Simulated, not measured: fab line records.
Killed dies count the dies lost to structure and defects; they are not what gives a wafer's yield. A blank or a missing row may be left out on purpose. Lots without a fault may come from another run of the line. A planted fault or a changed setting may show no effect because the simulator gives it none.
Matching of chambers -- flow n5_finfet -- N5_SDB_HM_DEP_00 on pecvd-03: 3 sister chambers
The step deposits SiNx from SiH4/NH3/N2, target thk 40 nm, time 35.3 s. 16 wafers are shown with their chamber, then 8 later ones without.

## WAFERS, EACH WITH ITS CHAMBER
wafer,chamber,showerhead_plenum_p_Torr (Torr),heater_power_w (W)
L085.2,1,5.28,728
L085.3,0,5.20,804
L085.5,1,5.26,720
L086.1,2,5.12,870
L086.5,1,5.27,628
L086.6,2,5.13,864
L088.1,0,5.19,810
L088.3,1,5.27,627
L088.5,1,5.27,628
L091.1,1,5.26,617
L091.2,0,5.19,814
L091.5,0,5.20,803
L093.1,0,5.19,694
L093.4,0,5.18,699
L093.5,2,5.13,745
L094.2,0,5.18,787

SIGNATURES (means of the wafers above)
reading,chamber 0,chamber 1,chamber 2,scatter within a chamber
showerhead_plenum_p_Torr,5.1900,5.2683,5.1267,0.0076
heater_power_w,773.00,658.00,826.33,55.4
Rule: for each reading, subtract the chamber's mean from the wafer's reading, divide by that reading's scatter and square the result; add these up over the readings and take the root, which gives the wafer's distance from the chamber. If the next closest chamber is less than 2 further off than the closest, the wafer can't be placed; otherwise it belongs to the closest. The scatter: the root of (the sum of the squares of (reading less its chamber's mean) over the shown wafers, divided by (wafers less chambers)).

## WAFERS WITH NO CHAMBER GIVEN
wafer,showerhead_plenum_p_Torr (Torr),heater_power_w (W)
L094.4,5.13,873
L094.5,5.25,728
L095.2,5.12,804
L095.3,5.26,693
L095.4,5.26,717
L096.2,5.27,743
L096.3,5.12,857
L096.6,5.26,731

## EACH ONE'S CHAMBER
wafer,from the rows above,in truth
L094.4,2,2
L094.5,1,1
L095.2,2,2
L095.3,1,1
L095.4,1,1
L096.2,1,1
L096.3,2,2
L096.6,1,1
Correct placement for 8 of the 8. Number that these rows cannot place: 0. Placed wrongly: 0.
